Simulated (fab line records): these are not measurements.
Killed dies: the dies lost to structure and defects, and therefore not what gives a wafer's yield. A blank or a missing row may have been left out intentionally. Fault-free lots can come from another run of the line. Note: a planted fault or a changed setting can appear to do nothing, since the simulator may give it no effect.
What tool caused it? :: flow n5_finfet :: 36 wafers from 12 lots sampled at 4 of the route's 1938 steps

== WHAT THE GAUGES SHOWED, per wafer ==
N5_BEOL_M1_CD_MEAS_11 targets a cd of 17.05 nm.
lot: L075
measured: day 6 08:17
on: cd_sem-02
cd_nm (nm): 16.98 17.22 16.75

lot: L077
measured: day 6 17:26
on: cd_sem-01
cd_nm (nm): 16.78 17.11 16.92

lot: L079
measured: day 7 10:16
on: cd_sem-02
cd_nm (nm): 16.97 17.11 17.02

lot: L081
measured: day 7 16:22
on: cd_sem-02
cd_nm (nm): 17.44 16.91 16.97

lot: L083
measured: day 8 06:45
on: cd_sem-03
cd_nm (nm): 17.37 17.25 17.10

lot: L085
measured: day 8 23:25
on: cd_sem-01
cd_nm (nm): 16.57 17.10 17.13

lot: L087
measured: day 9 11:13
on: cd_sem-02
cd_nm (nm): 17.11 16.74 16.62

lot: L089
measured: day 9 17:18
on: cd_sem-03
cd_nm (nm): 17.23 17.31 17.25

lot: L091
measured: day 10 06:59
on: cd_sem-01
cd_nm (nm): 17.38 17.30 16.93

lot: L094
measured: day 11 03:25
on: cd_sem-01
cd_nm (nm): 16.82 16.83 17.50

lot: L095
measured: day 11 09:14
on: cd_sem-01
cd_nm (nm): 17.09 16.83 17.11

lot: L097
measured: day 12 01:21
on: cd_sem-03
cd_nm (nm): 16.99 17.04 16.44

== EACH LOT AND THE TOOL THAT RAN IT (in order: tool; ch and the chambers of the sampled wafers; start) ==
lot: L075
N5_BEOL_M0_TRENCH_ETCH_107: rie_diel-01 ch 0,3, day 6 03:02
N5_BEOL_M0_PRE_CLEAN_113: pvd_sputter-01, day 6 03:48
N5_BEOL_M0_ANNEAL_133: pvd_sputter-01, day 6 06:24

lot: L077
N5_BEOL_M0_TRENCH_ETCH_107: rie_diel-05 ch 1,2, day 6 11:20
N5_BEOL_M0_PRE_CLEAN_113: pvd_sputter-02, day 6 11:46
N5_BEOL_M0_ANNEAL_133: pvd_sputter-01, day 6 13:41

lot: L079
N5_BEOL_M0_TRENCH_ETCH_107: rie_diel-05 ch 0,2,3, day 7 04:51
N5_BEOL_M0_PRE_CLEAN_113: pvd_sputter-01, day 7 05:16
N5_BEOL_M0_ANNEAL_133: pvd_sputter-01, day 7 07:21

lot: L081
N5_BEOL_M0_TRENCH_ETCH_107: rie_diel-02 ch 1,2, day 7 09:17
N5_BEOL_M0_PRE_CLEAN_113: pvd_sputter-02, day 7 10:03
N5_BEOL_M0_ANNEAL_133: pvd_sputter-03, day 7 10:44

lot: L083
N5_BEOL_M0_TRENCH_ETCH_107: rie_diel-02 ch 0,3, day 8 00:52
N5_BEOL_M0_PRE_CLEAN_113: pvd_sputter-02, day 8 01:51
N5_BEOL_M0_ANNEAL_133: pvd_sputter-01, day 8 04:24

lot: L085
N5_BEOL_M0_TRENCH_ETCH_107: rie_diel-01 ch 0,3, day 8 18:19
N5_BEOL_M0_PRE_CLEAN_113: pvd_sputter-01, day 8 19:28
N5_BEOL_M0_ANNEAL_133: pvd_sputter-03, day 8 20:08

lot: L087
N5_BEOL_M0_TRENCH_ETCH_107: rie_diel-01 ch 0,1,3, day 9 07:26
N5_BEOL_M0_PRE_CLEAN_113: pvd_sputter-02, day 9 08:02
N5_BEOL_M0_ANNEAL_133: pvd_sputter-02, day 9 08:46

lot: L089
N5_BEOL_M0_TRENCH_ETCH_107: rie_diel-01 ch 1,2,3, day 9 13:04
N5_BEOL_M0_PRE_CLEAN_113: pvd_sputter-02, day 9 13:32
N5_BEOL_M0_ANNEAL_133: pvd_sputter-02, day 9 14:21

lot: L091
N5_BEOL_M0_TRENCH_ETCH_107: rie_diel-05 ch 0,2,3, day 10 01:01
N5_BEOL_M0_PRE_CLEAN_113: pvd_sputter-02, day 10 02:31
N5_BEOL_M0_ANNEAL_133: pvd_sputter-03, day 10 04:31

lot: L094
N5_BEOL_M0_TRENCH_ETCH_107: rie_diel-01 ch 0,2,3, day 10 19:48
N5_BEOL_M0_PRE_CLEAN_113: pvd_sputter-03, day 10 21:07
N5_BEOL_M0_ANNEAL_133: pvd_sputter-03, day 10 21:51

lot: L095
N5_BEOL_M0_TRENCH_ETCH_107: rie_diel-02 ch 0,1,2, day 11 04:10
N5_BEOL_M0_PRE_CLEAN_113: pvd_sputter-01, day 11 05:18
N5_BEOL_M0_ANNEAL_133: pvd_sputter-03, day 11 06:06

lot: L097
N5_BEOL_M0_TRENCH_ETCH_107: rie_diel-02 ch 0,1, day 11 19:59
N5_BEOL_M0_PRE_CLEAN_113: pvd_sputter-03, day 11 21:13
N5_BEOL_M0_ANNEAL_133: pvd_sputter-01, day 11 22:13
- N5_BEOL_M0_TRENCH_ETCH_107: etches SiOC in C4F6/O2, target depth 32.8 nm, time 16.4 s.
- N5_BEOL_M0_PRE_CLEAN_113: time 30 s.
- N5_BEOL_M0_ANNEAL_133: time 60 s.

== THE ANSWER, worked out from the rows above alone ==
Rule: what is usual is taken from the lots themselves. Put in order of their means at a reading, lots are off if they are a third of the lots or fewer, leave a main group of 4 or more, and stand apart from it by a gap of 3 or more times the standard deviation of the main group's means; of several such gaps the widest counts. The tables above print the reading to a certain number of digits; a main group whose means all agree to those digits is not used. Also off: a lot with no number at a reading for which 4 or more lots have one. Any other lot the step has rows for is counted as sound.
No lot is off on any of the readings shown, so nothing can be concluded from this.

== WHAT HAD BEEN PUT IN BY THE SIMULATOR ==
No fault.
